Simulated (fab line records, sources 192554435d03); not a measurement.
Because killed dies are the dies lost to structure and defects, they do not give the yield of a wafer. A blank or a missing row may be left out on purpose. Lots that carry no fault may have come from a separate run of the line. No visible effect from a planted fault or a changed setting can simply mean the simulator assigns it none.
Matching of chambers ; flow n5_finfet ; N5_BEOL_M12_VIA_ETCH_16 on rie_diel-01: 4 sister chambers
The step etches SiOC in C4F8/O2/Ar, target depth 724.8 nm. 16 wafers are shown with their chamber, then 8 later ones without.

## EACH WAFER AND ITS CHAMBER
wafer;chamber;showerhead_plenum_p_Torr (Torr);drypump_motor_current_A (A);rf_vpp_V (V)
L074.3;1;3.53;5.0;668.7
L074.4;3;3.30;5.6;661.9
L074.6;1;3.53;5.0;669.1
L077.3;3;3.30;5.7;662.7
L077.5;3;3.30;5.7;662.3
L077.6;0;3.39;5.5;664.8
L079.2;0;3.39;5.5;664.1
L079.3;2;3.65;5.3;671.1
L079.4;1;3.52;5.0;667.9
L088.3;2;3.64;5.2;671.4
L088.5;2;3.64;5.2;670.9
L088.6;3;3.28;5.6;660.2
L090.2;0;3.38;5.5;663.0
L090.4;3;3.28;5.6;661.5
L090.5;2;3.63;5.2;668.6
L092.1;2;3.63;5.2;669.9

SIGNATURES, as means of the wafers listed above
reading;chamber 0;chamber 1;chamber 2;chamber 3;scatter within a chamber
showerhead_plenum_p_Torr;3.3867;3.5267;3.6380;3.2920;0.00863
drypump_motor_current_A;5.500;5.000;5.220;5.640;0.0408
rf_vpp_V;663.967;668.567;670.380;661.720;0.971
Rule: for each reading, subtract the chamber's mean from the wafer's reading, divide by that reading's scatter and square the result; add these up over the readings and take the root, which gives the wafer's distance from the chamber. The wafer belongs to the nearest chamber; if the next one is less than 2 further off, it can't be placed. How the scatter is found: for the shown wafers, subtract from each reading the mean of its chamber, square and add these, divide the total by (wafers less chambers), then take the root.

## WAFERS WITH NO CHAMBER GIVEN
wafer;showerhead_plenum_p_Torr (Torr);drypump_motor_current_A (A);rf_vpp_V (V)
L092.4;3.28;5.7;660.2
L092.6;3.63;5.3;670.1
L097.1;3.37;5.5;663.6
L097.2;3.62;5.3;671.2
L097.4;3.37;5.5;664.4
L095.2;3.62;5.2;669.1
L095.3;3.37;5.5;664.2
L095.5;3.50;5.1;667.7

## EACH ONE'S CHAMBER
wafer;from the rows above;in truth
L092.4;3;3
L092.6;2;2
L097.1;0;0
L097.2;2;2
L097.4;0;0
L095.2;2;2
L095.3;0;0
L095.5;1;1
Correctly placed: 8 of 8. Number that these rows cannot place: 0. Wrongly placed: 0.
